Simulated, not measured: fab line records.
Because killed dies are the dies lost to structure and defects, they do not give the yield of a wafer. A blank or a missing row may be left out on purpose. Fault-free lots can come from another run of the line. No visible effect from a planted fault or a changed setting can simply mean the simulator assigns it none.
Struck lot and sound lot, side by side | flow n5_finfet | 25 out of 1938 route steps
Sound: these wafers, L119.3, L119.4, L119.5. Struck: wafers L124.1, L124.3, L124.6. The cause is given at the end.
Per side, at each step with rows, come the tool, then ch with its chambers, and then its first start. Under that, the readings that differ: sound wafers | struck wafers | difference of the means | sigmas: that difference in standard deviations of wafers without a fault.
alike: readings with means less than 2 such deviations apart, plus words and numbers identical on both sides. not compared: withheld readings, readings lacking a value on some wafer, bounds such as >300 that could conceal the same value, and numbers that have no deviation in the record and whose values overlap.
The two part at a step that has a row with sigmas, a row that says differs or no value, or rows on one side only. Non-overlapping numbers with no deviation appear without sigmas and do not part them. A reading missing from all wafers of one side parts the sides only when that side holds two or more wafers.

N5_BEOL_M10_THK_MEAS_53: measures by xrf.
  sound: film_metro-02 at day 11 10:22; struck: film_metro-01 at day 14 07:56
  alike: M10_THK
then, 1 step without rows for these wafers: N5_BEOL_M10_PRE_CLEAN_55 (time 15 s).
N5_BEOL_M10_DEP_56: deposits SiCN from 3MS/NH3, target thk 15 nm, time 26.5 s.
  sound on pecvd-02 ch 0,2, day 11 10:25; struck on pecvd-04 ch 0,1, day 14 08:01
  alike: showerhead_plenum_p_Torr, throttle_valve_pct
N5_BEOL_M10_RS_MEAS_57: a four-point-probe measurement.
  sound: film_metro-01 at day 11 10:30; struck: film_metro-01 at day 14 08:05
  alike: M10_RS
N5_BEOL_M10_INSPECT_58: inspects for defects (darkfield).
  sound: defect_inspect-02 at day 11 10:31; struck: defect_inspect-02 at day 14 08:06
  alike: raw_defect_count
then, 1 step without rows for these wafers: N5_BEOL_M11_ILD_DEP_00 (deposits SiCOH lowk from DEMS/porogen, target thk 308.51 nm, time 58 s).
N5_BEOL_M11_CURE_71: cures SiCOH lowk, time 240 s.
  sound on uv_cure-02 ch 0, day 11 10:48; struck on uv_cure-02 ch 0, day 14 08:14
  reading            | sound             | struck            | difference | sigmas
  lamp_power_pct (%) | 52.25 52.16 52.30 | 52.38 52.39 52.33 | +0.13      | +2
  alike: wafer_temp_C_max
N5_BEOL_M11_THK_MEAS_01:
  sound: film_metro-02 at day 11 11:09; struck: film_metro-02 at day 14 08:44
  alike: M11_ILD_THK
N5_BEOL_M11_PECVD_70: deposits SiO2 from TEOS/O2, target thk 20 nm, time 22.7 s.
  sound on pecvd-04 ch 1,2, day 11 11:11; struck on pecvd-04 ch 1,2, day 14 08:47
  alike: heater_power_w, showerhead_plenum_p_Torr, throttle_valve_pct
N5_BEOL_M11_HM_DEP_02: deposits TiN, target thk 20 nm.
  sound: pvd_sputter-02 at day 11 11:15; struck: pvd_sputter-01 at day 14 09:07
  alike: throttle_valve_pct
then, 2 steps without rows for these wafers: N5_BEOL_M11_COAT_59 (time 60 s, resist thk 100 nm); N5_BEOL_M11_COAT_60 (time 60 s, resist thk 30 nm).
N5_BEOL_M11_COAT_05: resist thk 90 nm.
  sound on litho_track-03 ch 0, day 11 11:23; struck on litho_track-05 ch 0, day 14 09:16
  reading                                       | sound                | struck               | difference | sigmas
  spin_speed_rpm (rpm)                          | 1501.3 1500.1 1500.5 | 1965.4 1964.9 1963.6 | +464.0     | +99 or more
  model.CAR-ArF_of_BEOL_M11_COAT_05.thk_nm (nm) | 90.4 90.2 90.4       | 78.8 78.8 78.8       | -11.5      |
  alike: resist_line_temp_C
then, 5 steps without rows for these wafers: N5_BEOL_M11_EBR_07; N5_BEOL_M11_SOFTBAKE_06 (time 60 s); N5_BEOL_M11_EXPOSE_08 (exposes mask M11); N5_BEOL_M11_PEB_09 (peb time 60 s); N5_BEOL_M11_DEVELOP_10 (develop time 30 s).
N5_BEOL_M11_CD_MEAS_11: the cd target is 64.1 nm.
  sound on cd_sem-01 ch 0, day 11 11:38; struck on cd_sem-03 ch 0, day 14 09:37
  alike: cd_nm
N5_BEOL_M11_OVL_MEAS_12:
  sound on overlay-02 ch 0, day 11 11:40; struck on overlay-01 ch 0, day 14 09:39
  alike: M11_OVL
N5_BEOL_M11_INSPECT_13: inspects for defects (brightfield).
  sound: defect_inspect-01 at day 11 11:41; struck: defect_inspect-02 at day 14 09:40
  alike: raw_defect_count
then, 1 step without rows for these wafers: N5_BEOL_M11_DESCUM_16 (chemistry O2, time 7.9 s).
N5_BEOL_M11_ETCH_61: etches SiARC in CF4, target depth 39 nm, time 65 s.
  sound on rie_diel-04 ch 0,2,3, day 11 11:45; struck on rie_diel-04 ch 0,2, day 14 10:26
  reading                                       | sound        | struck       | difference | sigmas
  model.CAR-ArF_of_BEOL_M11_COAT_05.thk_nm (nm) | 55.8 55.8 56 | 44.2 44 44.2 | -11.7      |
  alike: drypump_motor_current_A, etch_rf_on_time_s, oes_product_au, rf_vpp_V, showerhead_plenum_p_Torr, throttle_valve_pct
  not compared: rf_hours_counter_h
N5_BEOL_M11_ETCH_62: etches SOC in N2/H2, target depth 110 nm, overetch 22 nm, time 165 s.
  sound on rie_diel-04 ch 0,2,3, day 11 11:48; struck on rie_diel-04 ch 0,2, day 14 10:29
  alike: drypump_motor_current_A, oes_product_au, rf_vpp_V, showerhead_plenum_p_Torr, throttle_valve_pct
  not compared: rf_hours_counter_h
-- record jumps: 2 days separate the struck wafers' starts on either side; left off in module BEOL_M11, taken up again in module PASSIVATION, whose first shown step is the route's number 1936 --
N5_PASSIVATION_PROBE_49:
  rows exist in the record for the struck wafers here (prober-02, day 16 11:46), but not for the sound ones

## WHERE THEY PART
Last at N5_PASSIVATION_PROBE_49 as far as this record goes, first at N5_BEOL_M11_CURE_71.

WHY: the cause the simulator had injected
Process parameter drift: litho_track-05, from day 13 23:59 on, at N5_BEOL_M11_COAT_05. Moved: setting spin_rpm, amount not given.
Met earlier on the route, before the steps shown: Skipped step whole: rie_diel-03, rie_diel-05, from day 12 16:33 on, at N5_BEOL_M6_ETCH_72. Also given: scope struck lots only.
